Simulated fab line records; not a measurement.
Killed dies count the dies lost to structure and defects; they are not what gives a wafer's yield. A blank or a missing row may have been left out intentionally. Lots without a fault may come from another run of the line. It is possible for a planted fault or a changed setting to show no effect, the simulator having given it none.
Which tool did it?    flow nand harc    13 lots with 39 wafers sampled at 5 steps, on a route of 1302 steps

## WHAT THE GAUGES SHOWED, per wafer
NHARC_THIN_TSV_CD_MEAS_12 targets a cd of 1000 nm.
lot   measured      on         cd nm (nm)
L743  day 24 06:25  cd sem-02  993.9 995.2 994.9
L744  day 23 16:32  cd sem-01  1000.7 999.8 1000.4
L745  day 24 05:21  cd sem-02  998.8 996.2 995.8
L746  day 24 21:38  cd sem-02  995.8 995.4 995.7
L747  day 24 20:28  cd sem-01  1000.4 996.6 995.6
L748  day 25 18:52  cd sem-03  998.3 999.3 996.6
L749  day 25 20:04  cd sem-03  998.9 999.8 998.3
L751  day 26 19:17  cd sem-01  997.4 995.8 996.4
L752  day 27 05:49  cd sem-02  998.5 999.0 999.1
L754  day 28 09:53  cd sem-01  1000.0 998.4 997.6
L755  day 29 00:35  cd sem-02  998.0 1001.0 997.1
L764  day 32 21:04  cd sem-02  999.2 999.5
L766  day 33 14:20  cd sem-02  999.6 997.0 998.0

NHARC_END_SORT_01.
lot   measured      on         killed at array  killed at other  killed at periphery  killed dies  killed open  killed short
L754  day 29 03:18  prober-02  43 36 28         0 0 0            1 1 2                44 37 30     2 6 3        1 2 1
L755  day 29 19:09  prober-02  43               2                4                    49           4            3
L764  day 33 13:53  prober-02  55 669 74        2 4 1            5 4 4                62 677 79    6 6 2        1 0 7

## WHICH TOOL RAN EACH LOT (tool, then ch and the chambers of the sampled wafers, then the start)
lot   NHARC_A_CHANNEL_FILL_D1_ETCHBACK_19  NHARC_THIN_TSV_CMP_01          NHARC_THIN_TSV_DEGAS_49
L743  rie si-02 ch 0,1, day 9 23:13        cmp-02 ch 0,1,2, day 24 05:13  pvd sputter-03, day 24 09:10
L744  rie si-06 ch 0,1,3, day 10 02:49     cmp-02 ch 1,2, day 23 15:14    pvd sputter-03, day 23 19:19
L745  rie si-06 ch 1,2, day 10 16:15       cmp-04 ch 1,2,3, day 24 04:04  pvd sputter-01, day 24 08:20
L746  rie si-02 ch 0,3, day 11 03:57       cmp-02 ch 1,2,3, day 24 20:30  pvd sputter-03, day 25 00:45
L747  rie si-02 ch 0,1,2, day 11 11:22     cmp-02 ch 0,2,3, day 24 19:16  pvd sputter-03, day 24 23:15
L748  rie si-02 ch 1,2,3, day 11 16:04     cmp-04 ch 1,3, day 25 17:34    pvd sputter-03, day 25 21:38
L749  rie si-04 ch 2,3, day 12 09:00       cmp-03 ch 0,1, day 25 18:46    pvd sputter-01, day 25 22:51
L751  rie si-06 ch 0,3, day 13 07:16       cmp-03 ch 0,3, day 26 18:06    pvd sputter-01, day 26 22:14
L752  rie si-04 ch 1,2, day 13 14:16       cmp-04 ch 1,3, day 27 04:30    pvd sputter-02, day 27 08:38
L754  rie si-02 ch 1,2,3, day 14 14:47     cmp-03 ch 0,1, day 28 08:34    pvd sputter-01, day 28 13:00
L755  rie si-02 ch 2,3, day 15 03:49       cmp-02 ch 0,2,3, day 28 23:16  pvd sputter-01, day 29 03:21
L764  rie si-02 ch 0,2,3, day 19 00:23     cmp-04 ch 0,2, day 32 19:55    pvd sputter-02, day 32 23:49
L766  rie si-04 ch 1,2, day 19 08:34       cmp-02 ch 2,3, day 33 13:01    pvd sputter-03, day 33 17:58
- NHARC_A_CHANNEL_FILL_D1_ETCHBACK_19: etches the open film in HBr/Cl2, target depth 5 nm, time 1.7 s.
- NHARC_THIN_TSV_CMP_01: polishes.
- NHARC_THIN_TSV_DEGAS_49: time 120 s.

## AS READ BY THE TOOLS THEMSELVES (means over the sampled wafers that have a number; for cases with no such wafer, the mark the record gives instead)
NHARC_A_CHANNEL_FILL_D1_ETCHBACK_19.
lot   tool       drypump motor current A (A)  he backside leak sccm (sccm)  oes product au (a.u.)  throttle valve pct (%)
L743  rie si-02  5.0                          2.5                           0.996                  26.405
L744  rie si-06  5.3                          2.6                           1.016                  26.398
L745  rie si-06  5.1                          2.5                           1.013                  26.409
L746  rie si-02  6.1                          2.4                           0.986                  26.404
L747  rie si-02  5.0                          2.6                           1.004                  26.404
L748  rie si-02  5.3                          2.4                           1.006                  26.408
L749  rie si-04  5.9                          2.6                           1.010                  26.413
L751  rie si-06  5.2                          2.7                           0.999                  26.402
L752  rie si-04  5.7                          2.6                           1.017                  26.398
L754  rie si-02  5.3                          2.4                           0.994                  26.403
L755  rie si-02  5.8                          2.3                           1.002                  26.401
L764  rie si-02  5.5                          2.6                           1.006                  26.406
L766  rie si-04  5.7                          2.5                           0.999                  26.403

NHARC_THIN_TSV_CMP_01.
lot   tool    motor current A (A)
L743  cmp-02  11.8
L744  cmp-02  12.6
L745  cmp-04  12.1
L746  cmp-02  12.2
L747  cmp-02  12.0
L748  cmp-04  11.5
L749  cmp-03  11.9
L751  cmp-03  11.9
L752  cmp-04  12.2
L754  cmp-03  12.0
L755  cmp-02  12.0
L764  cmp-04  12.7
L766  cmp-02  12.5

NHARC_THIN_TSV_DEGAS_49.
lot   tool            heater power w (W)
L743  pvd sputter-03  440
L744  pvd sputter-03  423
L745  pvd sputter-01  456
L746  pvd sputter-03  443
L747  pvd sputter-03  438
L748  pvd sputter-03  420
L749  pvd sputter-01  466
L751  pvd sputter-01  485
L752  pvd sputter-02  461
L754  pvd sputter-01  474
L755  pvd sputter-01  494
L764  pvd sputter-02  448
L766  pvd sputter-03  454

## THE ANSWER, worked out from the rows above alone
Rule: what is usual is taken from the lots themselves. The widest of any qualifying gaps counts: lots, ordered by their means at a reading, are off when they make up no more than a third of the lots, leave a main group of 4 or more, and stand apart from it by 3 or more times the standard deviation of that group's means. If all means in a main group match to the digits the tables above print for the reading, that group is not used. Also off: a lot with no number at a reading for which 4 or more lots have one. Any other lot the step has rows for is counted as sound. Order of review: gauges by route order, followed by the tools' own readings, for which a lot's mean as printed above is used. The first step at which some lot is off is used, and at that step the reading that is off furthest; a lot without a number counts as furthest.
Nothing can be told from this: no lot is off at any reading shown.

## WHAT WAS PUT IN BY THE SIMULATOR
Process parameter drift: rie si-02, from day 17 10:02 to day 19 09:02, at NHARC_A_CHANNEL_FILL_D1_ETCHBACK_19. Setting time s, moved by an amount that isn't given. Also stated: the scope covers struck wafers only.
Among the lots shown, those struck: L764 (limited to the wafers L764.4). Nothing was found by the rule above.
